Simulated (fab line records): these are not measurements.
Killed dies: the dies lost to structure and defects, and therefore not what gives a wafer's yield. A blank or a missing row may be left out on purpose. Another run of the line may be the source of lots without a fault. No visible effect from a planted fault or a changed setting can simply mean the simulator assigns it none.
The same fault as seen by 3 desks / flow nandHarc / only its own numbers are on each desk; what lay behind them is given at the end

AT THE TOOL OWNER'S DESK: rieDiel-02
The tool's own readings at NHARC_A_CHANNEL_HOLE_D1_ETCH_39 (etches the open film in N2/H2, target depth 260 nm, time 325 s): means of the sampled wafers that have a number, for each lot that ran on this tool. If a lot's mean is further than 4 standard deviations from the usual mean, the lot is out of limits and carries the mark OUT (the distance appears in the brackets).
Columns: A = drypumpMotorCurrentA at NHARC_A_CHANNEL_HOLE_D1_ETCH_39, usual 5.6 A; B = h2FlowSccm at NHARC_A_CHANNEL_HOLE_D1_ETCH_39, usual 150.0 sccm; C = oesProductAu at NHARC_A_CHANNEL_HOLE_D1_ETCH_39, usual 0.998 a.u.; D = rfVppV at NHARC_A_CHANNEL_HOLE_D1_ETCH_39, usual 429.5 V; E = showerheadPlenumPTorr at NHARC_A_CHANNEL_HOLE_D1_ETCH_39, usual 2.01 Torr; F = throttleValvePct at NHARC_A_CHANNEL_HOLE_D1_ETCH_39, usual 14.171 %
lot=L909; first seen here=day 9 01:07; A=5.3; B=150.0; C=0.994; D=426.8; E=1.91; F=14.176
lot=L919; first seen here=day 11 10:16; A=5.3; B=150.0; C=0.988; D=427.3; E=1.91; F=14.174
lot=L921; first seen here=day 11 21:47; A=5.8; B=150.1; C=0.990; D=427.5; E=1.92; F=14.165
lot=L922; first seen here=day 12 06:25; A=5.3; B=149.9; C=0.983; D=427.1; E=1.91; F=14.173
lot=L923; first seen here=day 12 12:23; A=5.5; B=149.7; C=0.984; D=427.0; E=1.91; F=14.165
Finding of this desk: none of the 5 lots has anything out of limits.

THE DEFECT DESK
What the inspections along the route counted, lot by lot: means of the sampled wafers that have a number. If a lot's mean is further than 4 standard deviations from the usual mean, the lot is out of limits and carries the mark OUT (the distance appears in the brackets).
Columns: A = rawDefectCount at NHARC_A_CHANNEL_HOLE_D1_INSPECT_40, usual 59
lot=L909; first seen here=day 9 10:12; A=69
lot=L911; first seen here=day 9 15:10; A=50
lot=L912; first seen here=day 10 03:05; A=77
lot=L916; first seen here=day 10 22:52; A=44
lot=L919; first seen here=day 11 16:59; A=34
lot=L918; first seen here=day 11 21:08; A=60
lot=L921; first seen here=day 12 04:29; A=690 (+37) OUT
lot=L922; first seen here=day 12 13:11; A=694 (+37) OUT
lot=L923; first seen here=day 12 19:31; A=718 (+39) OUT
lot=L926; first seen here=day 13 03:08; A=41
lot=L929; first seen here=day 14 14:37; A=69
Finding of this desk: L921, L922, L923 out of limits; the first was L921 at day 12 04:29, on rawDefectCount at NHARC_A_CHANNEL_HOLE_D1_INSPECT_40. In limits: L909, L911, L912, L916, L919, L918, L926, L929.

THE METROLOGY DESK
Lot by lot, what the gauges showed, no matter which tool ran the lot: averages of those sampled wafers that carry a number. If a lot's mean is further than 4 standard deviations from the usual mean, the lot is out of limits and carries the mark OUT (the distance appears in the brackets).
Columns: A = cdNm at NHARC_A_CHANNEL_HOLE_D1_CD_MEAS_18, usual 99 nm
lot=L909; first seen here=day 9 02:02; A=102
lot=L911; first seen here=day 9 09:23; A=97
lot=L912; first seen here=day 9 19:42; A=95
lot=L916; first seen here=day 10 16:56; A=94
lot=L919; first seen here=day 11 11:09; A=100
lot=L918; first seen here=day 11 12:07; A=96
lot=L921; first seen here=day 11 22:41; A=97
lot=L922; first seen here=day 12 07:20; A=100
lot=L923; first seen here=day 12 13:22; A=97
lot=L926; first seen here=day 12 21:06; A=99
lot=L929; first seen here=day 14 04:31; A=99
Finding of this desk: none of the 11 lots has anything out of limits.

BROUGHT TOGETHER
The defect desk could have raised an alarm at day 12 04:29, on L921, L922, L923.
Nothing out of limits was seen by the tool owner's desk.
Metrology desk: nothing out of limits seen.
Tool owner's desk: L921, L922, L923 on record, inside its limits.
The metrology desk has L921, L922, L923 on record, within its limits.
On rieDiel-02, each named lot ran NHARC_A_CHANNEL_HOLE_D1_ETCH_39.

WHAT HAD BEEN PUT IN BY THE SIMULATOR
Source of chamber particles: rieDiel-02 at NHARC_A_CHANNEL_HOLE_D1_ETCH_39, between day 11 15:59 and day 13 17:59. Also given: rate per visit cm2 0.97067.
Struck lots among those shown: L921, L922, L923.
Hours from the fault's start to each desk's first reading out of limits: the defect desk, 12.
